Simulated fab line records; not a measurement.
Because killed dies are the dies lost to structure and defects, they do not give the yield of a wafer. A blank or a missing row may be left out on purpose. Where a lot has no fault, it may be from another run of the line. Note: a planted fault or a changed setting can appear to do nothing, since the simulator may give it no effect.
Which of the tools did it?    flow n5-finfet    Sampling: 9 lots, 27 wafers, 8 of 1938 route steps

WHAT THE GAUGES READ, wafer by wafer
N5_BEOL_M0_SAQP_CD_MEAS_14: target cd 42.5 nm. Usual: cd-nm reads 42.5 nm (standard deviation 0.41).
lot   measured      on         cd-nm (nm)      flag
L514  day 5 23:03   cd-sem-01  41.3 41.9 42.3  
L515  day 6 03:05   cd-sem-02  42.4 43.0 42.7  
L523  day 8 01:35   cd-sem-01  43.0 42.6 43.3  
L524  day 8 06:40   cd-sem-01  42.6 42.7 42.9  
L527  day 9 02:52   cd-sem-01  42.6 42.1 42.2  
L530  day 9 18:10   cd-sem-02  41.9 42.9 42.6  
L531  day 10 05:41  cd-sem-01  42.2 43.3 42.7  
L535  day 11 05:01  cd-sem-03  42.6 42.4 42.4  
L536  day 11 08:44  cd-sem-01  42.0 43.0 42.8  

N5_BEOL_M0_SAQP_INSPECT_16: inspects for defects (brightfield). Usual: raw-defect-count reads 487 (standard deviation 140).
lot   measured      on                 raw-defect-count  flag
L514  day 5 23:07   defect-inspect-01  511 410 433       
L515  day 6 03:08   defect-inspect-02  514 655 412       
L523  day 8 01:39   defect-inspect-01  307 937 497       
L524  day 8 06:43   defect-inspect-01  931 507 1014      
L527  day 9 02:55   defect-inspect-02  218 507 624       
L530  day 9 18:13   defect-inspect-01  451 483 204       
L531  day 10 05:44  defect-inspect-01  586 563 660       
L535  day 11 05:04  defect-inspect-02  402 490 486       
L536  day 11 08:47  defect-inspect-02  400 629 351       

N5_BEOL_M0_SAQP_INSPECT_42: inspects for defects (brightfield). Usual: raw-defect-count reads 294 (standard deviation 75).
lot   measured      on                 raw-defect-count  flag
L514  day 6 03:59   defect-inspect-01  244 233 357       
L515  day 6 07:20   defect-inspect-01  256 445 335       
L523  day 8 05:36   defect-inspect-01  335 813 420       OFF
L524  day 8 10:50   defect-inspect-02  758 265 881       OFF
L527  day 9 08:28   defect-inspect-01  151 295 236       
L530  day 9 22:13   defect-inspect-02  269 257 191       
L531  day 10 09:58  defect-inspect-01  379 202 315       
L535  day 11 08:52  defect-inspect-01  277 342 285       
L536  day 11 13:52  defect-inspect-01  215 188 212       

N5_BEOL_M0_CUTY_INSPECT_59: inspects for defects (macro). Usual: raw-defect-count reads 2.2 (standard deviation 1.5).
lot   measured      on                 raw-defect-count  flag
L514  day 6 05:40   defect-inspect-02  0 2 2             
L515  day 6 08:43   defect-inspect-02  0 1 2             
L523  day 8 07:01   defect-inspect-02  4 >300 5          
L524  day 8 12:07   defect-inspect-01  >300 1 >300       
L527  day 9 10:03   defect-inspect-01  1 1 3             
L530  day 9 23:44   defect-inspect-01  1 1 2             
L531  day 10 11:31  defect-inspect-02  1 0 2             
L535  day 11 10:29  defect-inspect-01  2 5 3             
L536  day 11 15:18  defect-inspect-01  2 3 0             

N5_BEOL_M4_RC_MEAS_101. Usual: DIBL_N 35.3 mV/V, standard deviation 1.5; DIBL_P 35.3 mV/V, standard deviation 1.9; IOFF_N 0.145 nA/um, standard deviation 0.027; IOFF_P 0.20 nA/um, standard deviation 0.033; ION_N 670 uA/um, standard deviation 12; ION_P 462 uA/um, standard deviation 6.8; SS_N 71.3 mV/dec, standard deviation 0.6; SS_P 73.1 mV/dec, standard deviation 0.7; VT_N 251 mV, standard deviation 3.4; VT_P -251 mV, standard deviation 3.2.
lot   measured      on         DIBL_N (mV/V)   DIBL_P (mV/V)   IOFF_N (nA/um)     IOFF_P (nA/um)  ION_N (uA/um)  ION_P (uA/um)  SS_N (mV/dec)   SS_P (mV/dec)   VT_N (mV)    VT_P (mV)       flag
L514  day 9 01:55   prober-01  35.0 36.3 36.2  35.7 38.0 37.4  0.138 0.166 0.154  0.18 0.21 0.20  659 680 666    450 460 455    71.0 71.8 71.5  73.1 74.1 73.9  254 249 251  -253 -251 -251  
L515  day 9 00:02   prober-02  33.6 36.0 35.5  35.7 38.2 37.7  0.140 0.180 0.182  0.19 0.24 0.22  675 683 686    461 466 462    70.7 71.5 71.5  74.2 73.6 74.4  247 245 246  -252 -249 -248  
L523  day 11 01:06  prober-02  33.6 33.6 34.0  32.8 33.8 34.8  0.111 0.130 0.126  0.17 0.20 0.20  659 674 656    452 474 458    70.7 70.3 71.2  71.5 72.5 72.3  256 249 255  -253 -250 -248  
L524  day 11 10:58  prober-01  34.0 31.6 35.0  34.9 31.7 35.7  0.120 0.090 0.139  0.19 0.15 0.20  654 637 672    458 446 465    70.6 70.3 70.4  72.7 72.0 73.0  256 260 252  -250 -251 -249  
L527  day 11 19:53  prober-01  36.2 34.2 35.7  36.4 35.0 36.0  0.143 0.112 0.139  0.19 0.17 0.19  669 657 677    458 459 465    71.5 71.6 70.9  73.0 72.5 73.7  250 255 251  -252 -251 -252  
L530  day 13 03:14  prober-01  35.8 34.0 37.7  35.4 33.6 37.9  0.139 0.103 0.166  0.19 0.17 0.23  667 641 659    461 449 453    71.4 71.2 71.9  72.9 73.1 73.5  256 257 251  -252 -254 -252  
L531  day 13 08:16  prober-02  35.1 38.0 33.5  35.6 38.5 33.5  0.145 0.202 0.112  0.20 0.26 0.16  682 690 657    466 471 452    72.3 73.0 71.0  73.7 74.0 73.2  252 246 257  -250 -247 -255  
L535  day 13 19:15  prober-02  36.9 35.1 37.1  37.1 34.1 36.7  0.151 0.120 0.148  0.21 0.18 0.22  667 663 658    460 465 456    71.1 71.8 71.5  73.5 72.4 73.8  248 254 250  -249 -250 -248  
L536  day 13 23:03  prober-01  36.4 35.1 34.8  36.2 34.7 33.9  0.156 0.147 0.126  0.21 0.19 0.17  663 675 657    459 458 457    71.5 70.4 70.7  73.0 72.8 72.9  250 249 252  -249 -250 -255  

TOOL THAT RAN EACH LOT (tool first, then ch and the chambers of the sampled wafers, then the start)
lot   N5_BEOL_M0_SAQP_PECVD_00         N5_BEOL_M0_SAQP_PECVD_03         N5_BEOL_M0_SAQP_PECVD_04
L514  pecvd-01 ch 1,2, day 5 21:02     pecvd-03 ch 0,1, day 5 22:22     pecvd-03 ch 0,1, day 5 22:29
L515  pecvd-04 ch 0,2, day 6 00:03     pecvd-03 ch 0,2, day 6 02:24     pecvd-03 ch 0,2, day 6 02:31
L523  pecvd-04 ch 0,1,2, day 7 23:46   pecvd-03 ch 0,1,2, day 8 00:54   pecvd-03 ch 0,1,2, day 8 01:01
L524  pecvd-01 ch 0,1, day 8 05:46     pecvd-03 ch 0,1, day 8 05:58     pecvd-03 ch 0,1, day 8 06:05
L527  pecvd-03 ch 0,1,2, day 9 01:58   pecvd-01 ch 1,2, day 9 02:10     pecvd-01 ch 1,2, day 9 02:17
L530  pecvd-03 ch 1,2, day 9 16:58     pecvd-01 ch 0,1, day 9 17:28     pecvd-01 ch 0,1, day 9 17:35
L531  pecvd-03 ch 1,2, day 10 04:17    pecvd-04 ch 0,1, day 10 04:53    pecvd-04 ch 0,1, day 10 05:04
L535  pecvd-01 ch 2, day 11 02:57      pecvd-03 ch 0,1,2, day 11 04:17  pecvd-03 ch 0,1,2, day 11 04:24
L536  pecvd-04 ch 0,1,2, day 11 05:57  pecvd-01 ch 0,2, day 11 08:04    pecvd-01 ch 0,2, day 11 08:14
- N5_BEOL_M0_SAQP_PECVD_00: deposits SiCN from 3MS/NH3, target thk 8 nm, time 14 s.
- N5_BEOL_M0_SAQP_PECVD_03: deposits SiCN from 3MS/NH3, target thk 12 nm, time 21.1 s.
- N5_BEOL_M0_SAQP_PECVD_04: deposits a-Si from SiH4/He, target thk 60 nm, time 60.2 s.

WHAT THE TOOLS THEMSELVES READ (means of the sampled wafers that have a number; where no wafer has one, the mark that the record gives instead)
N5_BEOL_M0_SAQP_PECVD_00. Usual: showerhead-plenum-p-Torr 3.663 Torr, standard deviation 0.01; throttle-valve-pct 9.4 %, standard deviation 0.78.
lot   tool      showerhead-plenum-p-Torr (Torr)  throttle-valve-pct (%)  flag
L514  pecvd-01  3.653                            9.0                     
L515  pecvd-04  3.672                            10.0                    
L523  pecvd-04  3.661                            9.9                     
L524  pecvd-01  3.666                            9.6                     
L527  pecvd-03  3.663                            9.2                     
L530  pecvd-03  3.673                            8.6                     
L531  pecvd-03  3.666                            8.7                     
L535  pecvd-01  3.644                            9.1                     
L536  pecvd-04  3.670                            9.3                     

N5_BEOL_M0_SAQP_PECVD_03. Usual: showerhead-plenum-p-Torr 3.664 Torr, standard deviation 0.011; throttle-valve-pct 9.5 %, standard deviation 0.77.
lot   tool      showerhead-plenum-p-Torr (Torr)  throttle-valve-pct (%)  flag
L514  pecvd-03  3.665                            9.5                     
L515  pecvd-03  3.671                            9.1                     
L523  pecvd-03  3.667                            9.3                     
L524  pecvd-03  3.665                            9.6                     
L527  pecvd-01  3.656                            9.1                     
L530  pecvd-01  3.670                            9.7                     
L531  pecvd-04  3.659                            9.4                     
L535  pecvd-03  3.666                            9.1                     
L536  pecvd-01  3.656                            9.7                     

N5_BEOL_M0_SAQP_PECVD_04. Usual: heater-power-outer-w 360 W, standard deviation 42; heater-power-w 614 W, standard deviation 60; showerhead-plenum-p-Torr 5.66 Torr, standard deviation 0.036; throttle-valve-pct 18.9 %, standard deviation 1.6.
lot   tool      heater-power-outer-w (W)  heater-power-w (W)  showerhead-plenum-p-Torr (Torr)  throttle-valve-pct (%)  flag
L514  pecvd-03  340                       602                 5.66                             19.1                    
L515  pecvd-03  381                       662                 5.67                             18.1                    
L523  pecvd-03  352                       607                 5.67                             18.3                    
L524  pecvd-03  351                       604                 5.66                             19.3                    
L527  pecvd-01  336                       613                 5.64                             18.4                    
L530  pecvd-01  378                       675                 5.67                             19.4                    
L531  pecvd-04  407                       651                 5.65                             19.0                    
L535  pecvd-03  354                       612                 5.66                             18.5                    
L536  pecvd-01  313                       570                 5.63                             19.3                    

THE ANSWER, worked out from the rows above alone
Rule: a lot is off if the mean of its wafers that have a number lies more than 3 standard deviations from the usual mean. A lot without any number at a reading at which 4 lots or more have one is off too. All remaining lots with rows at the step are treated as sound. First the gauges in route order, then the tools' own readings, where a lot's mean is used as printed above. At the first step where some lot is off, the reading lying furthest off is the one used; lots without a number count as furthest.
Off, at N5_BEOL_M0_SAQP_INSPECT_42 on raw-defect-count: L523, L524.
If a tool, at a process step before that reading, ran all the lots that are off and no sound lot after the first of them, it fits. Those tools and the gauges at N5_BEOL_M0_SAQP_INSPECT_42 are tried in the same way. No candidate that was tried fits.

WHAT THE SIMULATOR HAD PUT IN
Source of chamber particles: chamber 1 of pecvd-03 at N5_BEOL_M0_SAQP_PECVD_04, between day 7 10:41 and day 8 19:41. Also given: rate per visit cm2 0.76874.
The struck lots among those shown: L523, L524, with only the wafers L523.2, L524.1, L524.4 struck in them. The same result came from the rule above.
